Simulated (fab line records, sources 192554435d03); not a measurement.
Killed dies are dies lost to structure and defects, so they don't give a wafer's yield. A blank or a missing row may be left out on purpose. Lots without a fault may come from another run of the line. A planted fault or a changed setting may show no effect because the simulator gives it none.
A struck lot beside a sound one | flow n5_finfet | 15 steps out of a route of 1938
Sound: wafers L740.3, L740.4, L740.6. Struck: wafers L727.1, L727.4. (L727.2 of the same lot was not struck and is left out.) The cause comes at the end.
At each step with rows: each side's tool, then ch and its chambers, then its first start. Under that, the readings that differ: sound wafers | struck wafers | difference of the means | sigmas: that difference in standard deviations of wafers without a fault.
alike: readings whose means differ by less than 2 such deviations, and words and numbers that are the same on both sides. not compared: withheld readings, readings that some wafer has no value for, bounds like >300 that may hide the same value, and numbers for which the record gives no deviation and whose values overlap.
The two part at a step that has a row with sigmas, a row that says differs or no value, or rows on one side only. Numbers that don't overlap but have no deviation are shown without sigmas and don't part them. A reading that every wafer of one side lacks parts them only if that side has two wafers or more.

first, 6 steps without rows for these wafers: N5_FIN_SAQP_HM_OPEN_73 (chemistry CHF3/O2, target SiO2, stops on a-Si, target depth 12 nm, time 16.8 s); N5_FIN_SAQP_STRIP_74 (strips in CHF3/O2); N5_FIN_SAQP_MANDREL_ETCH_22 (etches a-Si in HBr/Cl2, stops on SiNx, target depth 60 nm, bt time 10 s, time 30 s); N5_FIN_SAQP_STRIP_55 (strips in N2/H2); N5_FIN_SAQP_STRIP_23 (strips in SPM, time 750 s); N5_FIN_SAQP_SRD_66 (time 30 s).
N5_FIN_SAQP_RECESS_75: chemistry HF/NH3, target SiO2, target depth 14.4 nm, afs cycles 3, sublimation time 60 s.
  sound on vapor_etch-01 ch 0,1, day 6 07:41; struck on vapor_etch-02 ch 0,1, day 2 22:24
  alike: drypump_motor_current_A
N5_FIN_SAQP_SPACER1_ALD_24: deposits SiO2, target thk 20.3 nm, pulse time 1 s, purge time 2 s.
  sound on ald_sin-01 ch 0,1, day 6 07:57; struck on ald_sin-04 ch 0,2, day 2 22:47
  alike: chamber_pressure_Torr, heater_power_w, precursor_pulse_height_rel
N5_FIN_SAQP_SPACER1_ETCHBACK_25: etches SiO2 in CHF3/O2, target depth 24.4 nm, time 12.2 s.
  sound on rie_diel-06 ch 0,1,2, day 6 08:40; struck on rie_diel-01 ch 2,3, day 2 23:39
  alike: chamber_pressure_mTorr, drypump_motor_current_A, oes_o_777_au, oes_product_au, rf_fwd_power_W, rf_vpp_V, showerhead_plenum_p_Torr, throttle_valve_pct
  not compared: rf_hours_counter_h
then, 1 step without rows for these wafers: N5_FIN_SAQP_MANDREL1_REMOVE_56 (chemistry HBr/Cl2/O2, target a-Si, stops on SiNx, bt time 10 s).
N5_FIN_SAQP_CD_MEAS_27: target cd 20 nm.
  sound on cd_sem-03 ch 0, day 6 08:52; struck on cd_sem-01 ch 0, day 2 23:51
  alike: cd_nm
N5_FIN_SAQP_ETCH_57: etches SiNx in CH3F/O2, target depth 32.5 nm, time 46.4 s.
  sound on rie_diel-02 ch 0,1,2, day 6 08:55; struck on rie_diel-06 ch 0,3, day 2 23:56
  reading            | sound             | struck      | difference | sigmas
  rf_fwd_power_W (W) | 391.3 392.8 392.3 | 387.0 388.2 | -4.5       | -2
  alike: chamber_pressure_mTorr, drypump_motor_current_A, etch_rf_on_time_s, oes_o_777_au, oes_product_au, rf_vpp_V, showerhead_plenum_p_Torr, throttle_valve_pct
  not compared: rf_hours_counter_h
N5_FIN_SAQP_ETCH_65: etches SiO2 in CF4, target depth 4 nm, time 4.4 s.
  sound on rie_si-06 ch 0,3, day 6 09:01; struck on rie_si-06 ch 0,3, day 3 00:02
  reading                  | sound             | struck      | difference                    | sigmas
  rf_fwd_power_W (W)       | 795 787 793       | - -         | no value on the struck wafers |
  model.etch.depth_nm (nm) | 4.063 3.963 4.047 | 3.709 3.705 | -0.317                        |
  alike: chamber_pressure_mTorr, drypump_motor_current_A, he_backside_leak_sccm, oes_product_au, throttle_valve_pct
  not compared: rf_hours_counter_h
N5_FIN_SAQP_MANDREL_ETCH_58: etches a-Si in HBr/Cl2, stops on SiNx, target depth 45 nm, bt time 10 s, time 27 s.
  sound on rie_si-06 ch 0,3, day 6 09:03; struck on rie_si-06 ch 0,3, day 3 00:05
  alike: chamber_pressure_mTorr, drypump_motor_current_A, he_backside_leak_sccm, oes_product_au, rf_fwd_power_W, throttle_valve_pct
  not compared: rf_hours_counter_h
-- the record jumps here: 6 days lie between the struck wafers' starts before and after (it left off in module FIN_SAQP and takes up again in module BEOL_M4, whose first step shown is number 1111 of the route) --
N5_BEOL_M4_RC_MEAS_101:
  sound on prober-02 ch 0, day 12 09:26; struck on prober-01 ch 0, day 9 05:26
  alike: DIBL_N, DIBL_P, IOFF_N, IOFF_P, ION_N, ION_P, SS_N, SS_P, VT_N, VT_P

WHERE THEY PART
First at N5_FIN_SAQP_ETCH_57; last, within this record, at N5_FIN_SAQP_ETCH_65. Later steps at which nothing parts them and some readings are alike: N5_FIN_SAQP_MANDREL_ETCH_58, N5_BEOL_M4_RC_MEAS_101.

WHY: what the simulator had put in
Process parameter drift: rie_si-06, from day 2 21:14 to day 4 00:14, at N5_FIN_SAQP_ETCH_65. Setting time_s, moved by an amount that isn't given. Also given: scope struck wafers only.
